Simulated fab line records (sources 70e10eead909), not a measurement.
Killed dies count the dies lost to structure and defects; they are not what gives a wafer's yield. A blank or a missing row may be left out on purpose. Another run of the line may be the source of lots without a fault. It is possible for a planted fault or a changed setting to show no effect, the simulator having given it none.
Matching of chambers || flow nandHarc || 4 sister chambers for NHARC_P_BONDPAD_CMP_19 on cmp-02
The step polishes, t overpolish 30 s, cu recess touch 16 s, target thk 160.81 nm. 4 wafers are shown with their chamber, then 10 later ones without.

== WAFERS PAIRED WITH THEIR CHAMBERS ==
{"wafer": "L087.1", "chamber": 1, "motorCurrentA (A)": 12.0}
{"wafer": "L087.6", "chamber": 3, "motorCurrentA (A)": 9.8}
{"wafer": "L092.1", "chamber": 2, "motorCurrentA (A)": 12.4}
{"wafer": "L092.3", "chamber": 0, "motorCurrentA (A)": 12.8}

== WAFERS WITH NO CHAMBER GIVEN ==
{"wafer": "L092.5", "motorCurrentA (A)": 10.2}
{"wafer": "L093.3", "motorCurrentA (A)": 10.3}
{"wafer": "L093.5", "motorCurrentA (A)": 10.6}
{"wafer": "L093.6", "motorCurrentA (A)": 13.3}
{"wafer": "L094.1", "motorCurrentA (A)": 10.3}
{"wafer": "L094.4", "motorCurrentA (A)": 12.4}
{"wafer": "L094.5", "motorCurrentA (A)": 12.7}
{"wafer": "L096.4", "motorCurrentA (A)": 12.1}
{"wafer": "L096.5", "motorCurrentA (A)": 12.4}
{"wafer": "L096.6", "motorCurrentA (A)": 10.3}

== EACH ONE'S CHAMBER ==
{"wafer": "L092.5", "from the rows above": 3, "in truth": 3}
{"wafer": "L093.3", "from the rows above": 3, "in truth": 3}
{"wafer": "L093.5", "from the rows above": "can't be placed: 3 or 1", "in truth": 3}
{"wafer": "L093.6", "from the rows above": "can't be placed: 0 or 2 or 1", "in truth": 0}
{"wafer": "L094.1", "from the rows above": 3, "in truth": 3}
{"wafer": "L094.4", "from the rows above": "can't be placed: 2 or 0 or 1", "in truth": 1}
{"wafer": "L094.5", "from the rows above": "can't be placed: 0 or 2 or 1", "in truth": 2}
{"wafer": "L096.4", "from the rows above": "can't be placed: 1 or 2 or 0", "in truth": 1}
{"wafer": "L096.5", "from the rows above": "can't be placed: 2 or 0 or 1", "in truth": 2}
{"wafer": "L096.6", "from the rows above": 3, "in truth": 3}
Placed correctly: 4 of 10. Can't be placed from these rows: 6 (the true chamber is among the candidates in 6). Number placed wrongly: 0.
How it was worked out, from the rows above alone: a wafer's distance from a chamber is the root of the sum, over the readings, of the square of ((its reading less the chamber's mean) divided by the reading's scatter). If the next closest chamber is less than 2 further off than the closest, the wafer can't be placed; otherwise it belongs to the closest. For every chamber, the mean is computed from those of its wafers that are shown. The scatter: with one shown wafer a chamber, the root of the mean of the squares of how far each hidden wafer lies from its nearest shown one.
